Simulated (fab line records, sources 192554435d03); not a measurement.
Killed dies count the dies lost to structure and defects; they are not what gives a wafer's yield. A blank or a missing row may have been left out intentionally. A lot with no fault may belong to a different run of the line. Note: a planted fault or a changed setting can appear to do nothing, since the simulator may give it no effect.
Split-lot trial -- flow n5-finfet -- 21 wafers read across 7 lots, on a route 1938 steps long

THE SPLIT
At N5_BEOL_M11_DESCUM_16 (chemistry O2, time 7.9 s), the setting time-s was moved away from the recipe's 7.9 s on 6 of the 21 wafers read, by -19.1% to +6.0%. This setting was run at the recipe's value on the other wafers.

No step appears in the file between the split and the reading.

THE READING
CAR-ArF_of_BEOL_M11_COAT_05.thk-nm (the simulator's own value, which no gauge read), in nm, at N5_BEOL_M11_ETCH_61 (etches SiARC in CF4, target depth 39 nm, time 65 s). The file does not state a usual value for it. Here, 15 wafers ran the recipe; their average is 55.5 nm with a standard deviation of 0.28 nm.

wafer,"tool, chamber at the split","time-s as run, s",against the recipe,"CAR-ArF_of_BEOL_M11_COAT_05.thk-nm, nm",against lot-mates on the recipe
L076.1,"rie-diel-05, 1,0",6.592,-16.6%,56,+1.0
L076.3,"rie-diel-05, 1,0",6.592,-16.6%,56,+1.0
L076.5,"rie-diel-05, 1",7.9,recipe,55,-
L077.1,"rie-diel-03, 2,1",7.9,recipe,55.6,-
L077.4,"rie-diel-03, 2,1",7.9,recipe,55.6,-
L077.2,"rie-diel-03, 3",7.9,recipe,55.4,-
L081.2,"rie-diel-05, 0",6.39,-19.1%,56.4,+1.0
L081.3,"rie-diel-05, 3",7.9,recipe,55.2,-
L081.5,"rie-diel-05, 1",7.9,recipe,55.6,-
L086.4,"rie-diel-03, 1,2",7.9,recipe,56,-
L086.6,"rie-diel-03, 1,2",7.9,recipe,56,-
L086.5,"rie-diel-03, 1",7.9,recipe,55.6,-
L092.1,"rie-diel-05, 1",7.154,-9.4%,56,+0.2
L092.3,"rie-diel-05, 2,0",7.9,recipe,55.8,-
L092.6,"rie-diel-05, 2,0",7.9,recipe,55.8,-
L094.1,"rie-diel-03, 1",8.374,+6.0%,55.4,+0.0
L094.5,"rie-diel-03, 1",8.374,+6.0%,55.2,-0.2
L094.6,"rie-diel-03, 0",7.9,recipe,55.4,-
L096.1,"rie-diel-05, 0,3",7.9,recipe,55.4,-
L096.5,"rie-diel-05, 0,3",7.9,recipe,55.4,-
L096.6,"rie-diel-05, 2",7.9,recipe,55.2,-
If several chambers appear in one row, that row covers several wafers at once and the file leaves open which wafer was in which chamber.

THE FIT
A straight line over all 21 wafers: CAR-ArF_of_BEOL_M11_COAT_05.thk-nm changes by -0.0365 nm for each +1% of time-s; r = -0.71; the points scatter about the line by 0.26 nm.
The same after taking each lot's own level away (the mean of its wafers on the recipe; 21 wafers): -0.0504 nm for each +1%; r = -0.92; scatter 0.16 nm.
Per that fit: largest time-s move, reading shift of 0.96 nm.
From 55.00 to 55.87 nm: that is the span of the lots' own levels, equal to 3.1 times the standard deviation above.
So the lot-to-lot level blurs the effect unless lot-mates are compared.
Check: with one of the wafers moved furthest among these (-19.1%) left out of the fit, the line predicts +0.98 nm for it against its lot-mates. It came out at +1 nm against them.

OTHER SPLITS APPLIED TO THESE WAFERS
These wafers also went through other splits before the reading. Each is held against what the fit with the lots' levels taken away leaves over:
other split on the same wafers,wafers away from the commonest value,r with CAR-ArF_of_BEOL_M11_COAT_05.thk-nm (lot level and that fit taken away)
N5_BEOL_M8_PECVD_70 temp-c,5,-0.05
N5_BEOL_M10_ETCH_62 time-s,6,-0.13
N5_BEOL_M10_COAT_64 spin-rpm,7,+0.08

THE WHOLE CHAIN: every reading that the file lists as answering this split, in the file's order
step,what it does,reading,change (the file's fit),r (the file's)
N5_BEOL_M11_DESCUM_16,"chemistry O2, time 7.9 s","CAR-ArF_of_BEOL_M11_COAT_05.thk-nm (the simulator's own value, which no gauge read)",-0.0524 nm for each +1% of the setting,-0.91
N5_BEOL_M11_ETCH_61,"etches SiARC in CF4, target depth 39 nm, time 65 s","CAR-ArF_of_BEOL_M11_COAT_05.thk-nm (the simulator's own value, which no gauge read)",-0.0499 nm for each +1% of the setting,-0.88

THE FILE'S OWN FIT
CAR-ArF_of_BEOL_M11_COAT_05.thk-nm changes by -0.0499 nm for each +1% of time-s, r = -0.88.
